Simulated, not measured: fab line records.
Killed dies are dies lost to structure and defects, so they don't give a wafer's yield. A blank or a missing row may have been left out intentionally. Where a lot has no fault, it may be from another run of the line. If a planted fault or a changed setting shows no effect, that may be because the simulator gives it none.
fab line records / flow nand-harc / part 2 of 2: steps 16 to 27 of 27
record lots=5 wafers=15 last-day=32
route steps=1302 shown A_STAIRCASE@702
lots with no fault: from the same line, run without faults
start-h: start of the lot's first displayed wafer, in hours after the record's first day / wait-h: hours from the lot's prior step to this one / " repeats the value in the row above / L1.1+2: several wafers, shown together as one row / - either no value or no given start / * or withheld: withheld / < > ~ a bound
route shown NAME@n: a module of which the file shows steps, and the number in the route of the first / usual: the fault-free wafers' mean and standard deviation / same: alike in all rows / chamber/n: place in a boat / sites: the reading at each site / _std_site: the standard deviation of these / _edge_site: mean of outer sites minus mean of inner sites / radius-mm: how far each site lies from the wafer's centre / mask NAME#n: copy n / behind: the tool/chamber that last shaped the wafer / hold: cause of the lot's hold/its duration in hours/its outcome / device: which transistor (n, p or np) failed to switch / end of line: the route-end tests of the same wafers / where a step has no rows: the recipe by itself / killed: dies that structure and defects cost at the first sort, which is not the same as the wafer's yield / map: a wafer's dies, marking killed ones x, the rest . and places with no die _
set.NAME: setting as actually run; set.NAME@STEP: the setting as run at that earlier step / model.NAME: the simulator's own value behind a step, which no gauge read
lots at selected steps of the route; one table per step, one row per wafer
services: when a tool's chamber went out of use (start-h, in hours from the record's first day, below 0 if earlier), for how many hours, and the reason
## steps
# step NHARC_A_STAIRCASE_STRIP_205
# recipe power-w=1500 temp-c=250 chemistry=O2
# usual drypump-motor-current-A=5.6/0.44 heater-power-w=307/34 rf-refl-power-W=21/3.8
lot.wafer=L074.1 tool=plasma-asher-02 chamber=1 start-h=357.82 wait-h=0.1 drypump-motor-current-A=5.0 heater-power-w=354 rf-hours-counter-h=19 rf-refl-power-W=20
lot.wafer=L074.3 tool=plasma-asher-02 chamber=1 start-h=357.82 wait-h=0.1 drypump-motor-current-A=5.0 heater-power-w=365 rf-hours-counter-h=- rf-refl-power-W=20
lot.wafer=L074.5 tool=plasma-asher-02 chamber=1 start-h=357.82 wait-h=0.1 drypump-motor-current-A=5.0 heater-power-w=349 rf-hours-counter-h=- rf-refl-power-W=20
lot.wafer=L076.1 tool=plasma-asher-02 chamber=1 start-h=367.61 wait-h=0.1 drypump-motor-current-A=5.0 heater-power-w=349 rf-hours-counter-h=21 rf-refl-power-W=20
lot.wafer=L076.4 tool=plasma-asher-02 chamber=0 start-h=367.61 wait-h=0.1 drypump-motor-current-A=5.8 heater-power-w=366 rf-hours-counter-h=- rf-refl-power-W=25
lot.wafer=L076.6 tool=plasma-asher-02 chamber=1 start-h=367.61 wait-h=0.1 drypump-motor-current-A=5.0 heater-power-w=364 rf-hours-counter-h=- rf-refl-power-W=21
lot.wafer=L075.1 tool=plasma-asher-01 chamber=1 start-h=367.82 wait-h=0.1 drypump-motor-current-A=6.2 heater-power-w=268 rf-hours-counter-h=4 rf-refl-power-W=23
lot.wafer=L075.3 tool=plasma-asher-01 chamber=0 start-h=367.82 wait-h=0.1 drypump-motor-current-A=5.4 heater-power-w=293 rf-hours-counter-h=- rf-refl-power-W=15
lot.wafer=L075.5 tool=plasma-asher-01 chamber=0 start-h=367.82 wait-h=0.1 drypump-motor-current-A=5.4 heater-power-w=283 rf-hours-counter-h=- rf-refl-power-W=17
lot.wafer=L081.2 tool=plasma-asher-01 chamber=1 start-h=429.37 wait-h=0.1 drypump-motor-current-A=6.2 heater-power-w=287 rf-hours-counter-h=17 rf-refl-power-W=23
lot.wafer=L081.4 tool=plasma-asher-01 chamber=1 start-h=429.37 wait-h=0.1 drypump-motor-current-A=6.2 heater-power-w=275 rf-hours-counter-h=- rf-refl-power-W=22
lot.wafer=L081.5 tool=plasma-asher-01 chamber=1 start-h=429.37 wait-h=0.1 drypump-motor-current-A=6.2 heater-power-w=276 rf-hours-counter-h=- rf-refl-power-W=23
lot.wafer=L096.1 tool=plasma-asher-02 chamber=1 start-h=581.88 wait-h=0.1 drypump-motor-current-A=5.0 heater-power-w=346 rf-hours-counter-h=25 rf-refl-power-W=20
lot.wafer=L096.4 tool=plasma-asher-02 chamber=1 start-h=581.88 wait-h=0.1 drypump-motor-current-A=5.0 heater-power-w=344 rf-hours-counter-h=- rf-refl-power-W=20
lot.wafer=L096.3 tool=plasma-asher-02 chamber=0 start-h=581.88 wait-h=0.1 drypump-motor-current-A=5.7 heater-power-w=339 rf-hours-counter-h=- rf-refl-power-W=27
# step NHARC_A_STAIRCASE_STRIP_206
# recipe time-s=900 temp-c=130 chemistry=SPM
lot.wafer=L074.3+5+1 tool=wet-bench-03 chamber=2,4,5 start-h=358.13 wait-h=0.2
lot.wafer=L076.4+1+6 tool=wet-bench-03 chamber=7,0,1 start-h=367.91 wait-h=0.2
lot.wafer=L075.1+5+3 tool=wet-bench-07 chamber=4,6,7 start-h=368.19 wait-h=0.3
lot.wafer=L081.2+4+5 tool=wet-bench-07 chamber=2,4,6 start-h=429.72 wait-h=0.3
lot.wafer=L096.3+4+1 tool=wet-bench-03 chamber=5,7,1 start-h=582.24 wait-h=0.2
# step NHARC_A_STAIRCASE_PRECLEAN_207
# recipe time-s=* temp-c=50 bath-age-min=0 chemistry=SC1
lot.wafer=L074.3+5+1 tool=wet-bench-03 chamber=2,4,5 start-h=- wait-h=-
lot.wafer=L076.4+1+6 tool=wet-bench-03 chamber=7,0,1 start-h=- wait-h=-
lot.wafer=L075.1+5+3 tool=wet-bench-07 chamber=4,6,7 start-h=- wait-h=-
lot.wafer=L081.2+4+5 tool=wet-bench-07 chamber=2,4,6 start-h=- wait-h=-
lot.wafer=L096.3+4+1 tool=wet-bench-03 chamber=5,7,1 start-h=- wait-h=-
# step NHARC_A_STAIRCASE_SRD_208
lot.wafer=L074.3+5+1 tool=wet-bench-03 chamber=2,4,5 start-h=- wait-h=-
lot.wafer=L076.4+1+6 tool=wet-bench-03 chamber=7,0,1 start-h=- wait-h=-
lot.wafer=L075.1+5+3 tool=wet-bench-07 chamber=4,6,7 start-h=- wait-h=-
lot.wafer=L081.2+4+5 tool=wet-bench-07 chamber=2,4,6 start-h=- wait-h=-
lot.wafer=L096.3+4+1 tool=wet-bench-03 chamber=5,7,1 start-h=- wait-h=-
# step NHARC_A_STAIRCASE_DEHYDRATE_209
# recipe temp-c=150 time-s=120
# usual chill-plate-temp-C=23.00/0.11
lot.wafer=L074.1 tool=litho-track-02 chamber=0 start-h=358.58 wait-h=- chill-plate-temp-C=23.34
lot.wafer=L074.3 tool=litho-track-02 chamber=0 start-h=358.58 wait-h=- chill-plate-temp-C=23.23
lot.wafer=L074.5 tool=litho-track-02 chamber=0 start-h=358.58 wait-h=- chill-plate-temp-C=23.08
lot.wafer=L076.1 tool=litho-track-03 chamber=0 start-h=368.45 wait-h=- chill-plate-temp-C=22.98
lot.wafer=L076.4 tool=litho-track-03 chamber=0 start-h=368.45 wait-h=- chill-plate-temp-C=22.71
lot.wafer=L076.6 tool=litho-track-03 chamber=0 start-h=368.45 wait-h=- chill-plate-temp-C=23.01
lot.wafer=L075.1 tool=litho-track-02 chamber=0 start-h=368.63 wait-h=- chill-plate-temp-C=22.98
lot.wafer=L075.3 tool=litho-track-02 chamber=0 start-h=368.63 wait-h=- chill-plate-temp-C=23.12
lot.wafer=L075.5 tool=litho-track-02 chamber=0 start-h=368.63 wait-h=- chill-plate-temp-C=22.96
lot.wafer=L081.2 tool=litho-track-03 chamber=0 start-h=430.17 wait-h=- chill-plate-temp-C=23.12
lot.wafer=L081.4 tool=litho-track-03 chamber=0 start-h=430.17 wait-h=- chill-plate-temp-C=22.87
lot.wafer=L081.5 tool=litho-track-03 chamber=0 start-h=430.17 wait-h=- chill-plate-temp-C=23.10
lot.wafer=L096.1 tool=litho-track-05 chamber=0 start-h=582.69 wait-h=- chill-plate-temp-C=23.00
lot.wafer=L096.3 tool=litho-track-05 chamber=0 start-h=582.69 wait-h=- chill-plate-temp-C=22.88
lot.wafer=L096.4 tool=litho-track-05 chamber=0 start-h=582.69 wait-h=- chill-plate-temp-C=22.93
# step NHARC_A_STAIRCASE_HMDS_210
# recipe time-s=30
# usual chill-plate-temp-C=23.01/0.11
lot.wafer=L074.1 tool=litho-track-02 chamber=0 start-h=- wait-h=- chill-plate-temp-C=22.94
lot.wafer=L074.3 tool=litho-track-02 chamber=0 start-h=- wait-h=- chill-plate-temp-C=22.87
lot.wafer=L074.5 tool=litho-track-02 chamber=0 start-h=- wait-h=- chill-plate-temp-C=22.90
lot.wafer=L076.1 tool=litho-track-03 chamber=0 start-h=- wait-h=- chill-plate-temp-C=22.90
lot.wafer=L076.4 tool=litho-track-03 chamber=0 start-h=- wait-h=- chill-plate-temp-C=22.95
lot.wafer=L076.6 tool=litho-track-03 chamber=0 start-h=- wait-h=- chill-plate-temp-C=22.79
lot.wafer=L075.1 tool=litho-track-02 chamber=0 start-h=- wait-h=- chill-plate-temp-C=23.22
lot.wafer=L075.3 tool=litho-track-02 chamber=0 start-h=- wait-h=- chill-plate-temp-C=23.14
lot.wafer=L075.5 tool=litho-track-02 chamber=0 start-h=- wait-h=- chill-plate-temp-C=23.11
lot.wafer=L081.2 tool=litho-track-03 chamber=0 start-h=- wait-h=- chill-plate-temp-C=23.00
lot.wafer=L081.4 tool=litho-track-03 chamber=0 start-h=- wait-h=- chill-plate-temp-C=22.91
lot.wafer=L081.5 tool=litho-track-03 chamber=0 start-h=- wait-h=- chill-plate-temp-C=22.84
lot.wafer=L096.1 tool=litho-track-05 chamber=0 start-h=- wait-h=- chill-plate-temp-C=23.02
lot.wafer=L096.3 tool=litho-track-05 chamber=0 start-h=- wait-h=- chill-plate-temp-C=23.01
lot.wafer=L096.4 tool=litho-track-05 chamber=0 start-h=- wait-h=- chill-plate-temp-C=22.96
# step NHARC_A_STAIRCASE_COAT_211
# recipe spin-rpm=1200
# usual chill-plate-temp-C=22.98/0.1
lot.wafer=L074.1 tool=litho-track-02 chamber=0 start-h=- wait-h=- chill-plate-temp-C=23.21
lot.wafer=L074.3 tool=litho-track-02 chamber=0 start-h=- wait-h=- chill-plate-temp-C=23.05
lot.wafer=L074.5 tool=litho-track-02 chamber=0 start-h=- wait-h=- chill-plate-temp-C=23.14
lot.wafer=L076.1 tool=litho-track-03 chamber=0 start-h=- wait-h=- chill-plate-temp-C=22.99
lot.wafer=L076.4 tool=litho-track-03 chamber=0 start-h=- wait-h=- chill-plate-temp-C=23.12
lot.wafer=L076.6 tool=litho-track-03 chamber=0 start-h=- wait-h=- chill-plate-temp-C=22.92
lot.wafer=L075.1 tool=litho-track-02 chamber=0 start-h=- wait-h=- chill-plate-temp-C=22.97
lot.wafer=L075.3 tool=litho-track-02 chamber=0 start-h=- wait-h=- chill-plate-temp-C=22.96
lot.wafer=L075.5 tool=litho-track-02 chamber=0 start-h=- wait-h=- chill-plate-temp-C=22.88
lot.wafer=L081.2 tool=litho-track-03 chamber=0 start-h=- wait-h=- chill-plate-temp-C=22.89
lot.wafer=L081.4 tool=litho-track-03 chamber=0 start-h=- wait-h=- chill-plate-temp-C=23.02
lot.wafer=L081.5 tool=litho-track-03 chamber=0 start-h=- wait-h=- chill-plate-temp-C=23.01
lot.wafer=L096.1 tool=litho-track-05 chamber=0 start-h=- wait-h=- chill-plate-temp-C=23.03
lot.wafer=L096.3 tool=litho-track-05 chamber=0 start-h=- wait-h=- chill-plate-temp-C=23.03
lot.wafer=L096.4 tool=litho-track-05 chamber=0 start-h=- wait-h=- chill-plate-temp-C=23.18
# step NHARC_A_STAIRCASE_SOFTBAKE_212
# recipe temp-c=135 time-s=170
# usual chill-plate-temp-C=23.00/0.11
lot.wafer=L074.1 tool=litho-track-02 chamber=0 start-h=- wait-h=- chill-plate-temp-C=23.14
lot.wafer=L074.3 tool=litho-track-02 chamber=0 start-h=- wait-h=- chill-plate-temp-C=22.92
lot.wafer=L074.5 tool=litho-track-02 chamber=0 start-h=- wait-h=- chill-plate-temp-C=23.05
lot.wafer=L076.1 tool=litho-track-03 chamber=0 start-h=- wait-h=- chill-plate-temp-C=22.97
lot.wafer=L076.4 tool=litho-track-03 chamber=0 start-h=- wait-h=- chill-plate-temp-C=23.04
lot.wafer=L076.6 tool=litho-track-03 chamber=0 start-h=- wait-h=- chill-plate-temp-C=23.03
lot.wafer=L075.1 tool=litho-track-02 chamber=0 start-h=- wait-h=- chill-plate-temp-C=23.04
lot.wafer=L075.3 tool=litho-track-02 chamber=0 start-h=- wait-h=- chill-plate-temp-C=23.16
lot.wafer=L075.5 tool=litho-track-02 chamber=0 start-h=- wait-h=- chill-plate-temp-C=23.09
lot.wafer=L081.2 tool=litho-track-03 chamber=0 start-h=- wait-h=- chill-plate-temp-C=23.18
lot.wafer=L081.4 tool=litho-track-03 chamber=0 start-h=- wait-h=- chill-plate-temp-C=22.90
lot.wafer=L081.5 tool=litho-track-03 chamber=0 start-h=- wait-h=- chill-plate-temp-C=23.11
lot.wafer=L096.1 tool=litho-track-05 chamber=0 start-h=- wait-h=- chill-plate-temp-C=22.77
lot.wafer=L096.3 tool=litho-track-05 chamber=0 start-h=- wait-h=- chill-plate-temp-C=22.87
lot.wafer=L096.4 tool=litho-track-05 chamber=0 start-h=- wait-h=- chill-plate-temp-C=22.91
# step NHARC_A_STAIRCASE_EBR_213
# usual chill-plate-temp-C=23.00/0.11
lot.wafer=L074.1 tool=litho-track-02 chamber=0 start-h=- wait-h=- chill-plate-temp-C=22.88
lot.wafer=L074.3 tool=litho-track-02 chamber=0 start-h=- wait-h=- chill-plate-temp-C=23.13
lot.wafer=L074.5 tool=litho-track-02 chamber=0 start-h=- wait-h=- chill-plate-temp-C=23.10
lot.wafer=L076.1 tool=litho-track-03 chamber=0 start-h=- wait-h=- chill-plate-temp-C=22.94
lot.wafer=L076.4 tool=litho-track-03 chamber=0 start-h=- wait-h=- chill-plate-temp-C=23.25
lot.wafer=L076.6 tool=litho-track-03 chamber=0 start-h=- wait-h=- chill-plate-temp-C=23.16
lot.wafer=L075.1 tool=litho-track-02 chamber=0 start-h=- wait-h=- chill-plate-temp-C=23.08
lot.wafer=L075.3 tool=litho-track-02 chamber=0 start-h=- wait-h=- chill-plate-temp-C=22.95
lot.wafer=L075.5 tool=litho-track-02 chamber=0 start-h=- wait-h=- chill-plate-temp-C=23.16
lot.wafer=L081.2 tool=litho-track-03 chamber=0 start-h=- wait-h=- chill-plate-temp-C=22.82
lot.wafer=L081.4 tool=litho-track-03 chamber=0 start-h=- wait-h=- chill-plate-temp-C=22.78
lot.wafer=L081.5 tool=litho-track-03 chamber=0 start-h=- wait-h=- chill-plate-temp-C=22.82
lot.wafer=L096.1 tool=litho-track-05 chamber=0 start-h=- wait-h=- chill-plate-temp-C=22.91
lot.wafer=L096.3 tool=litho-track-05 chamber=0 start-h=- wait-h=- chill-plate-temp-C=23.07
lot.wafer=L096.4 tool=litho-track-05 chamber=0 start-h=- wait-h=- chill-plate-temp-C=22.88
# step NHARC_A_STAIRCASE_EXPOSE_214
# recipe na=0.5 dose-mj=31.26 mask-id=STAIR_3
# usual reticle-temp-C=23.04/0.11
lot.wafer=L074.1 tool=krf-scanner-04 chamber=0 start-h=358.91 wait-h=- mask=STAIR_3#0 reticle-temp-C=23.08
lot.wafer=L074.3 tool=krf-scanner-04 chamber=0 start-h=358.91 wait-h=- mask=STAIR_3#0 reticle-temp-C=22.99
lot.wafer=L074.5 tool=krf-scanner-04 chamber=0 start-h=358.91 wait-h=- mask=STAIR_3#0 reticle-temp-C=23.06
lot.wafer=L076.1 tool=krf-scanner-03 chamber=0 start-h=368.78 wait-h=- mask=STAIR_3#0 reticle-temp-C=23.17
lot.wafer=L076.4 tool=krf-scanner-03 chamber=0 start-h=368.78 wait-h=- mask=STAIR_3#0 reticle-temp-C=22.97
lot.wafer=L076.6 tool=krf-scanner-03 chamber=0 start-h=368.78 wait-h=- mask=STAIR_3#0 reticle-temp-C=23.18
lot.wafer=L075.1 tool=krf-scanner-04 chamber=0 start-h=368.96 wait-h=- mask=STAIR_3#0 reticle-temp-C=23.03
lot.wafer=L075.3 tool=krf-scanner-04 chamber=0 start-h=368.96 wait-h=- mask=STAIR_3#0 reticle-temp-C=22.89
lot.wafer=L075.5 tool=krf-scanner-04 chamber=0 start-h=368.96 wait-h=- mask=STAIR_3#0 reticle-temp-C=22.96
lot.wafer=L081.2 tool=krf-scanner-03 chamber=0 start-h=430.39 wait-h=- mask=STAIR_3#0 reticle-temp-C=23.00
lot.wafer=L081.4 tool=krf-scanner-03 chamber=0 start-h=430.39 wait-h=- mask=STAIR_3#0 reticle-temp-C=23.05
lot.wafer=L081.5 tool=krf-scanner-03 chamber=0 start-h=430.39 wait-h=- mask=STAIR_3#0 reticle-temp-C=22.89
lot.wafer=L096.1 tool=krf-scanner-03 chamber=0 start-h=583.02 wait-h=- mask=STAIR_3#0 reticle-temp-C=23.07
lot.wafer=L096.3 tool=krf-scanner-03 chamber=0 start-h=583.02 wait-h=- mask=STAIR_3#0 reticle-temp-C=22.99
lot.wafer=L096.4 tool=krf-scanner-03 chamber=0 start-h=583.02 wait-h=- mask=STAIR_3#0 reticle-temp-C=23.04
# step NHARC_A_STAIRCASE_PEB_215
# recipe peb-temp-c=115 peb-time-s=130
# usual chill-plate-temp-C=23.01/0.1
lot.wafer=L074.1 tool=litho-track-02 chamber=0 start-h=358.97 wait-h=0.1 chill-plate-temp-C=23.07
lot.wafer=L074.3 tool=litho-track-02 chamber=0 start-h=358.97 wait-h=0.1 chill-plate-temp-C=22.96
lot.wafer=L074.5 tool=litho-track-02 chamber=0 start-h=358.97 wait-h=0.1 chill-plate-temp-C=23.05
lot.wafer=L076.1 tool=litho-track-05 chamber=0 start-h=368.85 wait-h=0.1 chill-plate-temp-C=23.14
lot.wafer=L076.4 tool=litho-track-05 chamber=0 start-h=368.85 wait-h=0.1 chill-plate-temp-C=23.20
lot.wafer=L076.6 tool=litho-track-05 chamber=0 start-h=368.85 wait-h=0.1 chill-plate-temp-C=23.02
lot.wafer=L075.1 tool=litho-track-03 chamber=0 start-h=369.03 wait-h=0.1 chill-plate-temp-C=23.05
lot.wafer=L075.3 tool=litho-track-03 chamber=0 start-h=369.03 wait-h=0.1 chill-plate-temp-C=23.10
lot.wafer=L075.5 tool=litho-track-03 chamber=0 start-h=369.03 wait-h=0.1 chill-plate-temp-C=22.98
lot.wafer=L081.2 tool=litho-track-05 chamber=0 start-h=430.45 wait-h=0.1 chill-plate-temp-C=22.93
lot.wafer=L081.4 tool=litho-track-05 chamber=0 start-h=430.45 wait-h=0.1 chill-plate-temp-C=23.13
lot.wafer=L081.5 tool=litho-track-05 chamber=0 start-h=430.45 wait-h=0.1 chill-plate-temp-C=22.89
lot.wafer=L096.1 tool=litho-track-05 chamber=0 start-h=583.09 wait-h=0.1 chill-plate-temp-C=23.13
lot.wafer=L096.3 tool=litho-track-05 chamber=0 start-h=583.09 wait-h=0.1 chill-plate-temp-C=23.03
lot.wafer=L096.4 tool=litho-track-05 chamber=0 start-h=583.09 wait-h=0.1 chill-plate-temp-C=22.92
# step NHARC_A_STAIRCASE_DEVELOP_216
# recipe time-s=140
# usual chill-plate-temp-C=23.01/0.1
lot.wafer=L074.1 tool=litho-track-02 chamber=0 start-h=- wait-h=- chill-plate-temp-C=23.13
lot.wafer=L074.3 tool=litho-track-02 chamber=0 start-h=- wait-h=- chill-plate-temp-C=23.13
lot.wafer=L074.5 tool=litho-track-02 chamber=0 start-h=- wait-h=- chill-plate-temp-C=23.20
lot.wafer=L076.1 tool=litho-track-05 chamber=0 start-h=- wait-h=- chill-plate-temp-C=22.96
lot.wafer=L076.4 tool=litho-track-05 chamber=0 start-h=- wait-h=- chill-plate-temp-C=23.00
lot.wafer=L076.6 tool=litho-track-05 chamber=0 start-h=- wait-h=- chill-plate-temp-C=23.11
lot.wafer=L075.1 tool=litho-track-03 chamber=0 start-h=- wait-h=- chill-plate-temp-C=23.07
lot.wafer=L075.3 tool=litho-track-03 chamber=0 start-h=- wait-h=- chill-plate-temp-C=22.97
lot.wafer=L075.5 tool=litho-track-03 chamber=0 start-h=- wait-h=- chill-plate-temp-C=23.04
lot.wafer=L081.2 tool=litho-track-05 chamber=0 start-h=- wait-h=- chill-plate-temp-C=22.97
lot.wafer=L081.4 tool=litho-track-05 chamber=0 start-h=- wait-h=- chill-plate-temp-C=22.97
lot.wafer=L081.5 tool=litho-track-05 chamber=0 start-h=- wait-h=- chill-plate-temp-C=22.97
lot.wafer=L096.1 tool=litho-track-05 chamber=0 start-h=- wait-h=- chill-plate-temp-C=22.99
lot.wafer=L096.3 tool=litho-track-05 chamber=0 start-h=- wait-h=- chill-plate-temp-C=22.91
lot.wafer=L096.4 tool=litho-track-05 chamber=0 start-h=- wait-h=- chill-plate-temp-C=23.02
## services
tool=wet-bench-07 chamber=- start-h=336.00 hours=8.0 kind=pm
tool=rie-diel-10 chamber=1 start-h=384.00 hours=18.2 kind=repair
tool=wet-bench-03 chamber=- start-h=386.40 hours=8.0 kind=pm
tool=rie-diel-02 chamber=- start-h=394.10 hours=9.0 kind=pm
tool=krf-scanner-03 chamber=- start-h=397.04 hours=4.0 kind=pm
tool=litho-track-02 chamber=- start-h=402.01 hours=7.0 kind=pm
tool=rie-diel-10 chamber=- start-h=421.83 hours=9.0 kind=pm
tool=plasma-asher-02 chamber=- start-h=426.23 hours=9.0 kind=pm
tool=rie-diel-10 chamber=1 start-h=444.88 hours=5.8 kind=repair
tool=wet-bench-03 chamber=- start-h=447.55 hours=1.9 kind=repair
tool=litho-track-03 chamber=- start-h=450.00 hours=7.0 kind=pm
tool=plasma-asher-02 chamber=- start-h=452.03 hours=14.8 kind=repair
tool=litho-track-05 chamber=- start-h=474.00 hours=7.0 kind=pm
tool=krf-scanner-03 chamber=- start-h=479.08 hours=0.7 kind=repair
tool=krf-scanner-03 chamber=- start-h=489.96 hours=0.4 kind=repair
tool=rie-diel-11 chamber=2 start-h=494.38 hours=2.8 kind=repair
tool=plasma-asher-02 chamber=- start-h=501.49 hours=0.6 kind=repair
tool=wet-bench-07 chamber=- start-h=512.00 hours=8.0 kind=pm
tool=rie-diel-02 chamber=- start-h=529.25 hours=1.3 kind=repair
tool=rie-diel-11 chamber=2 start-h=531.46 hours=11.6 kind=repair
tool=wet-bench-03 chamber=- start-h=562.40 hours=8.0 kind=pm
tool=rie-diel-10 chamber=3 start-h=562.48 hours=11.0 kind=repair
tool=rie-diel-02 chamber=- start-h=571.15 hours=9.0 kind=pm
tool=litho-track-02 chamber=- start-h=577.01 hours=7.0 kind=pm
